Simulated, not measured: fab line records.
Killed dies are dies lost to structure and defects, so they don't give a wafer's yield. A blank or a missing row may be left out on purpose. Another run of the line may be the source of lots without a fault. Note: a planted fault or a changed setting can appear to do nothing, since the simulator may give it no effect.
Chamber matching | flow nand_harc | pecvd-01 running NHARC_A_STAIRCASE_DEP_156: 3 sister chambers
The step deposits SiNx, target thk 50 nm. 3 wafers are shown with their chamber, then 10 later ones without.

## WAFERS, EACH WITH ITS CHAMBER
wafer  | chamber | heater_power_w (W)
L085.5 | 0       | 680
L089.3 | 2       | 811
L089.5 | 1       | 720

## WAFERS WITH NO CHAMBER GIVEN
wafer  | heater_power_w (W)
L089.6 | 798
L090.4 | 725
L090.5 | 796
L090.6 | 759
L093.3 | 869
L093.5 | 657
L093.6 | 661
L095.1 | 755
L095.3 | 814
L095.5 | 819

## CHAMBER TAKEN BY EACH
wafer  | from the rows above          | in truth
L089.6 | 2                            | 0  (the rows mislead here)
L090.4 | can't be placed: 1 or 0      | 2
L090.5 | 2                            | 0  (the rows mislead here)
L090.6 | can't be placed: 1 or 2 or 0 | 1
L093.3 | 2                            | 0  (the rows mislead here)
L093.5 | can't be placed: 0 or 1      | 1
L093.6 | can't be placed: 0 or 1      | 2
L095.1 | can't be placed: 1 or 2 or 0 | 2
L095.3 | 2                            | 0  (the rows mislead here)
L095.5 | 2                            | 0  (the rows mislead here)
Placed correctly: 0 of 10. Unplaceable from these rows: 5, with the true chamber sitting among the candidates in 3. Wrongly placed: 5.
How it was worked out, from the rows above alone: a wafer's distance from a chamber is the root of the sum, over the readings, of the square of ((its reading less the chamber's mean) divided by the reading's scatter). The wafer belongs to the nearest chamber; if the next one is less than 2 further off, it can't be placed. The mean given for a chamber averages the wafers shown for that chamber. The scatter: root of mean squared gap, hidden wafer to nearest shown wafer, with one shown wafer a chamber.
